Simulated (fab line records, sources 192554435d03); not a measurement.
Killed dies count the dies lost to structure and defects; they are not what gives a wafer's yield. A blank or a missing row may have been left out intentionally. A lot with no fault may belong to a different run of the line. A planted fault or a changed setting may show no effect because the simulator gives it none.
Which of the tools did it?	flow n5Finfet	11 lots with 33 wafers sampled at 5 steps, on a route of 1938 steps

## WHAT THE GAUGES READ, wafer by wafer
N5_BEOL_M9_INSPECT_58: inspects for defects (darkfield).
lot	measured	on	rawDefectCount
L394	day 11 03:38	defectInspect-01	47 53 52
L396	day 11 04:04	defectInspect-01	75 67 91
L398	day 11 10:02	defectInspect-01	87 94 86
L401	day 12 15:22	defectInspect-01	128 96 108
L407	day 14 01:47	defectInspect-01	113 108 71
L404	day 14 02:03	defectInspect-02	71 110 87
L411	day 14 13:41	defectInspect-01	81 67 54
L410	day 14 23:47	defectInspect-02	102 84 85
L414	day 15 14:30	defectInspect-01	105 37 48
L413	day 15 14:31	defectInspect-02	70 98 60
L412	day 15 15:14	defectInspect-01	98 90 115

N5_BEOL_M10_INSPECT_13: inspects for defects (brightfield).
lot	measured	on	rawDefectCount
L394	day 11 07:02	defectInspect-01	245 352 365
L396	day 11 07:13	defectInspect-02	345 379 421
L398	day 11 11:22	defectInspect-01	460 497 738
L401	day 12 16:55	defectInspect-01	452 468 418
L407	day 14 04:00	defectInspect-02	1277 1217 1357
L404	day 14 04:13	defectInspect-01	1218 1145 1147
L411	day 14 16:33	defectInspect-02	400 499 334
L410	day 15 01:43	defectInspect-01	547 451 827
L414	day 15 16:28	defectInspect-02	466 538 449
L413	day 15 16:37	defectInspect-02	489 618 602
L412	day 15 16:47	defectInspect-01	509 489 733

## WHICH TOOL RAN EACH LOT (tool, then ch and the chambers of the sampled wafers, then the start)
lot	N5_BEOL_M9_SPUTTER_48	N5_BEOL_M9_CMP_52	N5_BEOL_M10_HM_DEP_02
L394	pvdSputter-01, day 11 02:33	cmp-04 ch 1,3, day 11 03:13	pvdSputter-01, day 11 06:26
L396	pvdSputter-02, day 11 03:05	cmp-03 ch 0,1,3, day 11 03:40	pvdSputter-01, day 11 06:38
L398	pvdSputter-03, day 11 08:52	cmp-03 ch 0,3, day 11 09:37	pvdSputter-02, day 11 10:57
L401	pvdSputter-01, day 12 13:02	cmp-04 ch 0,3, day 12 14:56	pvdSputter-01, day 12 16:19
L407	pvdSputter-01, day 13 22:58	cmp-04 ch 1,2,3, day 14 01:22	pvdSputter-01, day 14 03:27
L404	pvdSputter-02, day 13 23:05	cmp-01 ch 1,2, day 14 01:38	pvdSputter-01, day 14 03:39
L411	pvdSputter-03, day 14 09:43	cmp-03 ch 1,2,3, day 14 13:19	pvdSputter-02, day 14 15:59
L410	pvdSputter-03, day 14 21:26	cmp-04 ch 0,3, day 14 23:20	pvdSputter-02, day 15 01:18
L414	pvdSputter-01, day 15 13:16	cmp-01 ch 0,1,2, day 15 14:09	pvdSputter-03, day 15 15:55
L413	pvdSputter-03, day 15 13:21	cmp-04 ch 0,1, day 15 14:04	pvdSputter-02, day 15 15:56
L412	pvdSputter-02, day 15 13:49	cmp-01 ch 0,1,2, day 15 14:46	pvdSputter-03, day 15 16:10
- N5_BEOL_M9_SPUTTER_48: material Cu, target thk 12 nm, time 2 s.
- N5_BEOL_M9_CMP_52: polishes, stops on SiCOH lowk, t overpolish 7 s, target thk 140 nm.
- N5_BEOL_M10_HM_DEP_02: deposits TiN, target thk 20 nm.

## AS READ BY THE TOOLS THEMSELVES (means over the sampled wafers that have a number; for cases with no such wafer, the mark the record gives instead)
N5_BEOL_M9_SPUTTER_48.
lot	tool	chuckGasFlowSccm (sccm)	throttleValvePct (%)
L394	pvdSputter-01	1.24	29.0
L396	pvdSputter-02	1.22	29.7
L398	pvdSputter-03	1.23	30.9
L401	pvdSputter-01	1.27	29.7
L407	pvdSputter-01	1.18	29.4
L404	pvdSputter-02	1.24	29.6
L411	pvdSputter-03	1.25	30.9
L410	pvdSputter-03	1.23	30.2
L414	pvdSputter-01	1.22	30.0
L413	pvdSputter-03	1.29	30.6
L412	pvdSputter-02	1.27	29.7

N5_BEOL_M9_CMP_52.
lot	tool	barrierFieldEndpointS (s)	motorCurrentA (A)	overpolishRunS (s)	padLifeWafers	timeToEndpointS (s)
L394	cmp-04	28.3	5.9	6.997	1292	65
L396	cmp-03	27.7	6.5	6.999	14	62
L398	cmp-03	29.4	6.7	7.003	62	69
L401	cmp-04	28.6	6.7	7.001	1585	65
L407	cmp-04	27.9	6.5	6.992	1838	63
L404	cmp-01	28.3	6.4	7.000	308	60
L411	cmp-03	29.1	6.4	6.996	680	68
L410	cmp-04	28.3	6.8	6.999	2022	63
L414	cmp-01	27.4	6.0	6.997	645	62
L413	cmp-04	29.0	5.8	6.997	54	62
L412	cmp-01	28.2	5.9	7.005	649	62

N5_BEOL_M10_HM_DEP_02.
lot	tool	throttleValvePct (%)
L394	pvdSputter-01	28.5
L396	pvdSputter-01	29.2
L398	pvdSputter-02	29.6
L401	pvdSputter-01	29.1
L407	pvdSputter-01	29.0
L404	pvdSputter-01	29.3
L411	pvdSputter-02	30.2
L410	pvdSputter-02	29.9
L414	pvdSputter-03	30.6
L413	pvdSputter-02	29.7
L412	pvdSputter-03	30.8

## THE ANSWER, worked out from the rows above alone
Rule: the lots themselves supply what counts as usual. Put in order of their means at a reading, lots are off if they are a third of the lots or fewer, leave a main group of 4 or more, and stand apart from it by a gap of 3 or more times the standard deviation of the main group's means; of several such gaps the widest counts. A main group whose means are all the same, to the digits that the tables above print for the reading, isn't used. Also off: a lot with no number at a reading for which 4 or more lots have one. Any other lot the step has rows for is counted as sound. Order of review: gauges by route order, followed by the tools' own readings, for which a lot's mean as printed above is used. At the first step where some lot is off, the reading lying furthest off is the one used; lots without a number count as furthest.
Off, at N5_BEOL_M10_INSPECT_13 on rawDefectCount: L407, L404. Mean 485 and standard deviation 95 in the main group.
A tool fits if, at a process step before that reading, it ran every lot that is off, and no sound lot after the first of them. The gauges at N5_BEOL_M10_INSPECT_13 are tried like those tools. One fits: N5_BEOL_M10_HM_DEP_02 on pvdSputter-01. A fault onset in the window from L401 (day 12 16:19, its last sound lot) to L407 (day 14 03:27, its first lot off) fits.

## WHAT THE SIMULATOR PUT IN
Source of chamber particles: pvdSputter-01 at N5_BEOL_M10_HM_DEP_02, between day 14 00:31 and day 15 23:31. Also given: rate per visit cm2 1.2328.
Lots struck among those shown: L407, L404. The rule given above showed the same thing.
